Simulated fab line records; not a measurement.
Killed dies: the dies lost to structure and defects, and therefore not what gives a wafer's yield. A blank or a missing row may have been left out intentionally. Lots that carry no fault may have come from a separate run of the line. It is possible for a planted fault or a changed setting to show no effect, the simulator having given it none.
A struck lot beside a sound one / flow n5_finfet / 39 out of 1938 route steps
Sound: these wafers, L873.2, L873.4, L873.6. Struck: wafer L884.4 (left out: L884.6, a lot-mate that was not struck); the cause follows at the end.
For every step that has rows: the tool of each side, followed by ch and its chambers, followed by its first start. Under that, the readings that differ: sound wafers / struck wafers / difference of the means / sigmas: that difference in standard deviations of wafers without a fault.
alike: readings whose means differ by less than 2 such deviations, and words and numbers that are the same on both sides. not compared: withheld readings, readings that some wafer has no value for, bounds like >300 that may hide the same value, and numbers for which the record gives no deviation and whose values overlap.
Wherever a step has rows on one side only, a row that says differs or no value, or a row with sigmas, the two part there. Numbers that don't overlap but have no deviation are shown without sigmas and don't part them. A reading missing from all wafers of one side parts the sides only when that side holds two or more wafers.

first, 11 steps without rows for these wafers: N5_BEOL_M2_SPUTTER_92 (material Cu, target thk 4.5 nm, time 8.29 s); N5_BEOL_M2_ANNEAL_93 (time 240 s); N5_BEOL_M2_SPUTTER_94 (material Cu, target thk 4.5 nm, time 8.29 s); N5_BEOL_M2_ANNEAL_95 (time 240 s); N5_BEOL_M2_SPUTTER_96 (material Cu, target thk 4.5 nm, time 8.29 s); N5_BEOL_M2_ECD_50 (material Cu, target thk 300 nm); N5_BEOL_M2_ANNEAL_51 (time 90 s); N5_BEOL_M2_CMP_52 (polishes, stops on SiOC, t overpolish 6.8 s, target thk 40 nm); N5_BEOL_M2_PRE_CLEAN_60 (time 15 s); N5_BEOL_M2_CO_CAP_55 (material Co, precursor CCTBA/H2, target thk 2 nm, time 102.1 s); N5_BEOL_M2_PRE_CLEAN_56 (time 15 s).
N5_BEOL_M2_DEP_57: deposits SiCN from 3MS/NH3, target thk 8 nm, time 14 s.
  sound on pecvd-03 ch 1,2, day 9 06:50; struck on pecvd-03 ch 1, day 11 15:02
reading=model.SiCN_of_BEOL_M2_DEP_57.thk_nm (nm); sound=7.6 7.8 7.8; struck=2.6; difference=-5.1; sigmas=
  alike: showerhead_plenum_p_Torr, throttle_valve_pct
then, 22 steps without rows for these wafers: N5_BEOL_M3_ILD_DEP_00 (deposits SiOC from DEMS/O2, target thk 79 nm, time 15.3 s); N5_BEOL_M3_PECVD_72 (deposits SiO2 from TEOS/O2, target thk 16 nm, time 18 s); N5_BEOL_M3_HM_DEP_02 (deposits TiN, target thk 20 nm); N5_BEOL_M3_COAT_61 (time 60 s, resist thk 60 nm); N5_BEOL_M3_COAT_62 (time 60 s, resist thk 12 nm); N5_BEOL_M3_COAT_73 (time 60 s, resist thk 5 nm); N5_BEOL_M3_COAT_05 (resist thk 30 nm); N5_BEOL_M3_EBR_07; N5_BEOL_M3_SOFTBAKE_06 (time 60 s); N5_BEOL_M3_EXPOSE_08 (exposes mask M3); N5_BEOL_M3_PEB_09 (peb time 60 s); N5_BEOL_M3_DEVELOP_10 (develop time 30 s); N5_BEOL_M3_DESCUM_16 (chemistry O2, time 7 s); N5_BEOL_M3_ETCH_74 (etches underlayer in N2/H2, target depth 6.5 nm, time 5.2 s); N5_BEOL_M3_ETCH_63 (etches SiARC in CF4, target depth 15.6 nm, time 26 s); N5_BEOL_M3_ETCH_64 (etches SOC in N2/H2, target depth 75 nm, overetch 15 nm, time 112.5 s); N5_BEOL_M3_STRIP_65 (strips in N2/H2); N5_BEOL_M3_STRIP_75 (strips in N2/H2); N5_BEOL_M3_STRIP_66 (strips in CF4); N5_BEOL_M3_HM_OPEN_17 (chemistry Cl2/BCl3, target TiN, target depth 20 nm, overetch 6 nm); N5_BEOL_M3_STRIP_19 (strips in O2); N5_BEOL_M3_COAT_67 (time 60 s, resist thk 60 nm).
N5_BEOL_M3_CMP_52: polishes, stops on SiOC, t overpolish 6.8 s, target thk 40 nm.
  sound on cmp-03 ch 0,2, day 9 16:24; struck on cmp-02 ch 0, day 11 21:33
reading=model.Cu_of_BEOL_M3_ECD_50.thk_nm (nm); sound=38.4 41.4 40.2; struck=35.6; difference=-4.4; sigmas=
  alike: barrier_field_endpoint_s, motor_current_A, overpolish_run_s, platen_rpm, time_to_endpoint_s
N5_BEOL_M3_THK_MEAS_53: measures by xrf.
  sound on film_metro-02, day 9 16:42; struck on film_metro-01, day 11 21:51
reading=M3_THK (nm); sound=38.5 41.6 40.3; struck=35.3; difference=-4.8; sigmas=-3
N5_BEOL_M3_RS_MEAS_58: measures by four-point-probe.
  sound on film_metro-02, day 9 17:01; struck on film_metro-01, day 11 22:17
reading=M3_RS (ohm/sq); sound=0.704 0.638 0.666; struck=0.779; difference=+0.110; sigmas=+4
N5_BEOL_M4_RC_MEAS_101:
  sound on prober-02 ch 0, day 10 04:13; struck on prober-02 ch 0, day 12 06:54
reading=VT_P (mV); sound=-255.8 -255.9 -253.4; struck=-249.2; difference=+5.8; sigmas=+2
  alike: DIBL_N, DIBL_P, IOFF_N, IOFF_P, ION_N, ION_P, SS_N, SS_P, VT_N
-- record jumps: 4 days separate the struck wafers' starts on either side; left off in module BEOL_M4, taken up again in module PASSIVATION, whose first shown step is the route's number 1936 --
N5_PASSIVATION_PROBE_49:
  record: rows for the struck wafers here (prober-01, day 16 14:37), none for the sound ones

== WHERE THEY PART ==
Earliest at N5_BEOL_M3_THK_MEAS_53; latest, in this record, at N5_PASSIVATION_PROBE_49.

WHY: what had been put in by the simulator
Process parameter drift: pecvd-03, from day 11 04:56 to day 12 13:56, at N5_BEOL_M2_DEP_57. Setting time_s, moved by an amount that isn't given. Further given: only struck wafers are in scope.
